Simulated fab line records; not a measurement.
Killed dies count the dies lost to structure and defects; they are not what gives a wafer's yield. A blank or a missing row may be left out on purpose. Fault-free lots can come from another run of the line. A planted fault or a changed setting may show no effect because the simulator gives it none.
Matching of chambers | flow nand-harc | NHARC_A_STAIRCASE_DESCUM_252 on rie-diel-07 has 4 sister chambers
The step chemistry O2, time 3 s. 16 wafers are shown with their chamber, then 8 later ones without.

== WAFERS, EACH WITH ITS CHAMBER ==
wafer  | chamber | showerhead-plenum-p-Torr (Torr) | oes-product-au (a.u.) | throttle-valve-pct (%)
L079.1 | 1       | 1.95                            | 0.990                 | 11.319
L079.2 | 3       | 1.93                            | 1.013                 | 11.312
L079.6 | 3       | 1.93                            | 1.008                 | 11.322
L082.1 | 2       | 1.89                            | 1.033                 | 11.307
L082.4 | 0       | 2.07                            | 0.995                 | 11.302
L082.6 | 1       | 1.95                            | 0.996                 | 11.318
L084.2 | 3       | 1.93                            | 0.998                 | 11.315
L084.4 | 1       | 1.95                            | 0.984                 | 11.304
L084.6 | 0       | 2.07                            | 0.990                 | 11.319
L087.1 | 1       | 1.95                            | 0.991                 | 11.322
L087.4 | 2       | 1.88                            | 1.023                 | 11.306
L087.6 | 3       | 1.93                            | 1.006                 | 11.306
L088.2 | 2       | 1.88                            | 1.006                 | 11.313
L088.3 | 3       | 1.93                            | 0.996                 | 11.298
L088.6 | 1       | 1.95                            | 0.978                 | 11.319
L091.4 | 3       | 1.93                            | 0.995                 | 11.310

SIGNATURES (means of the wafers above)
reading                  | chamber 0 | chamber 1 | chamber 2 | chamber 3 | scatter within a chamber
showerhead-plenum-p-Torr | 2.0700    | 1.9500    | 1.8833    | 1.9300    | 0.00236
oes-product-au           | 0.99250   | 0.98780   | 1.02067   | 1.00267   | 0.00841
throttle-valve-pct       | 11.31050  | 11.31640  | 11.30867  | 11.31050  | 0.00767
Rule: distance of a wafer from a chamber = root of the sum over the readings of ((wafer's reading minus chamber's mean) / reading's scatter) squared. If the next closest chamber is less than 2 further off than the closest, the wafer can't be placed; otherwise it belongs to the closest. The scatter: take each reading less its chamber's mean, square it, sum over the shown wafers, divide by the number of wafers less the number of chambers, and take the root.

== WAFERS WHOSE CHAMBER IS MISSING ==
wafer  | showerhead-plenum-p-Torr (Torr) | oes-product-au (a.u.) | throttle-valve-pct (%)
L091.5 | 1.94                            | 0.991                 | 11.326
L091.6 | 2.06                            | 0.989                 | 11.307
L090.1 | 1.88                            | 1.017                 | 11.309
L090.3 | 1.93                            | 0.994                 | 11.319
L090.6 | 1.94                            | 0.983                 | 11.300
L096.1 | 1.92                            | 0.991                 | 11.319
L096.2 | 1.88                            | 0.992                 | 11.300
L096.6 | 1.92                            | 0.981                 | 11.320

== EACH ONE'S CHAMBER ==
wafer  | from the rows above     | in truth
L091.5 | can't be placed: 1 or 3 | 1
L091.6 | 0                       | 0
L090.1 | 2                       | 2
L090.3 | 3                       | 3
L090.6 | can't be placed: 1 or 3 | 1
L096.1 | 3                       | 3
L096.2 | 2                       | 2
L096.6 | 3                       | 3
Correct placement for 6 of the 8. Cannot be placed on the basis of these rows: 2; the candidates contain the true chamber in 2. Wrongly placed: 0.
